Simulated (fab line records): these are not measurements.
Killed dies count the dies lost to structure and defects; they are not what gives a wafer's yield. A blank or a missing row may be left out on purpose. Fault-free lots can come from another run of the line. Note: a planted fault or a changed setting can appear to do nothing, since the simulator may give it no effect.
Chamber matching | flow nand-harc | rie-diel-06 running NHARC_A_BONDPAD_ETCH_34: 4 sister chambers
The step etches the open film in N2/H2, target depth 60 nm, overetch 18 nm, time 65.91 s. 16 wafers are shown with their chamber, then 8 later ones without.

## WAFERS WITH THEIR CHAMBER
wafer  | chamber | rf-vpp-V (V) | oes-product-au (a.u.) | throttle-valve-pct (%)
L141.1 | 1       | 425.2        | 0.992                 | 14.181
L141.4 | 0       | 433.0        | 0.983                 | 14.171
L141.5 | 0       | 432.4        | 0.987                 | 14.161
L145.3 | 2       | 430.4        | 0.994                 | 14.166
L145.5 | 2       | 429.8        | 0.992                 | 14.181
L145.6 | 1       | 426.4        | 1.023                 | 14.184
L146.1 | 0       | 431.9        | 0.992                 | 14.169
L146.2 | 3       | 429.7        | 0.990                 | 14.160
L146.5 | 0       | 433.4        | 0.992                 | 14.179
L148.2 | 0       | 432.4        | 0.990                 | 14.185
L148.4 | 3       | 429.6        | 0.998                 | 14.173
L148.5 | 0       | 433.1        | 0.994                 | 14.178
L151.1 | 0       | 434.8        | 0.976                 | 14.149
L151.2 | 2       | 431.0        | 0.974                 | 14.177
L151.4 | 3       | 430.3        | 0.988                 | 14.176
L153.1 | 0       | 434.8        | 0.987                 | 14.167

SIGNATURES (means of the wafers above)
reading            | chamber 0 | chamber 1 | chamber 2 | chamber 3 | scatter within a chamber
rf-vpp-V           | 433.225   | 425.800   | 430.400   | 429.867   | 0.908
oes-product-au     | 0.98762   | 1.00750   | 0.98667   | 0.99200   | 0.00922
throttle-valve-pct | 14.16987  | 14.18250  | 14.17467  | 14.16967  | 0.00989
Rule: a wafer's distance from a chamber is the root of the sum, over the readings, of the square of ((its reading less the chamber's mean) divided by the reading's scatter). If the next closest chamber is less than 2 further off than the closest, the wafer can't be placed; otherwise it belongs to the closest. The scatter: take each reading less its chamber's mean, square it, sum over the shown wafers, divide by the number of wafers less the number of chambers, and take the root.

## WAFERS WITHOUT THEIR CHAMBER
wafer  | rf-vpp-V (V) | oes-product-au (a.u.) | throttle-valve-pct (%)
L153.3 | 430.5        | 0.985                 | 14.183
L153.6 | 427.0        | 1.013                 | 14.156
L155.1 | 425.5        | 1.015                 | 14.156
L155.4 | 431.7        | 0.990                 | 14.185
L159.3 | 430.1        | 0.982                 | 14.179
L159.6 | 426.8        | 0.999                 | 14.172
L158.2 | 431.8        | 0.984                 | 14.166
L158.5 | 429.5        | 1.019                 | 14.167

## CHAMBER TAKEN BY EACH
wafer  | from the rows above          | in truth
L153.3 | can't be placed: 2 or 3      | 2
L153.6 | can't be placed: 1 or 3      | 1
L155.1 | 1                            | 1
L155.4 | can't be placed: 2 or 0 or 3 | 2
L159.3 | can't be placed: 2 or 3      | 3
L159.6 | can't be placed: 1 or 3      | 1
L158.2 | can't be placed: 0 or 2 or 3 | 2
L158.5 | can't be placed: 3 or 2 or 1 | 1
1 of 8 placed correctly. Not placeable from these rows: 7 (in 7, the candidates include the true chamber). Number placed wrongly: 0.
